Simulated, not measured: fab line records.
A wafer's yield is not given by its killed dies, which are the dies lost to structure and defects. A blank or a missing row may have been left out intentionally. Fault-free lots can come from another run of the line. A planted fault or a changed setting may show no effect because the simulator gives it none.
Split-lot trial    flow n5Finfet    21 wafers read across 7 lots, on a route 1938 steps long

== THE SPLIT ==
At N5_ZERO_LAYER_PECVD_02 (deposits SiO2 from SiH4/N2O, target thk 10 nm, time 6 s), the setting timeS was moved away from the recipe's 6 s on 8 of the 21 wafers read, by -12.5% to +8.3%. For the rest of the wafers, this setting stayed at what the recipe calls for.

The split's own step is where the reading is taken.

== THE READING ==
SiO2_of_ZERO_LAYER_PECVD_02.thkNm (the simulator's own value, which no gauge read), in nm, at N5_ZERO_LAYER_PECVD_02 (deposits SiO2 from SiH4/N2O, target thk 10 nm, time 6 s). There is no usual value for it anywhere in the file. Across the 13 wafers here that went through the recipe, the average is 10.050 nm and the standard deviation 0.14 nm.

wafer   tool, chamber at the split  timeS as run, s  against the recipe  SiO2_of_ZERO_LAYER_PECVD_02.thkNm, nm  against lot-mates on the recipe
L081.1  pecvd-02, 0                 5.273            -12.1%              8.759                                  -1.351
L081.3  pecvd-02, 1                 5.273            -12.1%              8.728                                  -1.382
L081.6  pecvd-02, 2                 6                recipe              10.11                                  -
L082.1  pecvd-02, 1                 6                recipe              9.876                                  -
L082.4  pecvd-02, 1                 6                recipe              10.09                                  -
L082.5  pecvd-02, 2                 6                recipe              10.01                                  -
L084.3  pecvd-02, 1                 6                recipe              10.02                                  -
L084.4  pecvd-02, 0                 6                recipe              10.18                                  -
L084.6  pecvd-02, 2                 5.468            -8.9%               9.355                                  -0.745
L085.1  pecvd-03, 0                 5.26             -12.3%              8.703                                  -1.190
L085.3  pecvd-03, 2                 6                recipe              9.893                                  -
L085.5  pecvd-03, 1                 5.26             -12.3%              8.76                                   -1.133
L088.4  pecvd-02, 2                 6                recipe              10.16                                  -
L088.5  pecvd-02, 0                 6.497            +8.3%               10.84                                  +0.680
L088.6  pecvd-02, 1                 6.497            +8.3%               10.86                                  +0.700
L096.1  pecvd-04, 2                 6                recipe              10.02                                  -
L096.2  pecvd-04, 0                 5.25             -12.5%              8.827                                  -1.393
L096.4  pecvd-04, 2                 6                recipe              10.42                                  -
L097.1  pecvd-03, 2                 6                recipe              9.912                                  -
L097.4  pecvd-03, 2                 6                recipe              9.989                                  -
L097.5  pecvd-03, 0                 6                recipe              9.97                                   -

THE FIT
A straight line over all 21 wafers: SiO2_of_ZERO_LAYER_PECVD_02.thkNm changes by +0.102 nm for each +1% of timeS; r = +0.98; the points scatter about the line by 0.13 nm.
The same after taking each lot's own level away (the mean of its wafers on the recipe; 21 wafers): +0.0989 nm for each +1%; r = +0.99; scatter 0.11 nm.
According to that fit, moving timeS by its largest amount changes the reading by 1.2 nm.
Measured against the standard deviation above, the lots' own levels, which go from 9.8930 to 10.2200 nm, span 2.3 times it.
So the lot-to-lot level changes the slope little: the two slopes agree.
Check: with one of the wafers moved furthest among these (-12.5%) left out of the fit, the line predicts -1.23 nm for it against its lot-mates. It came out at -1.39 nm against them.

== THE FILE'S OWN FIT ==
SiO2_of_ZERO_LAYER_PECVD_02.thkNm changes by +0.101 nm for each +1% of timeS, r = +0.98.
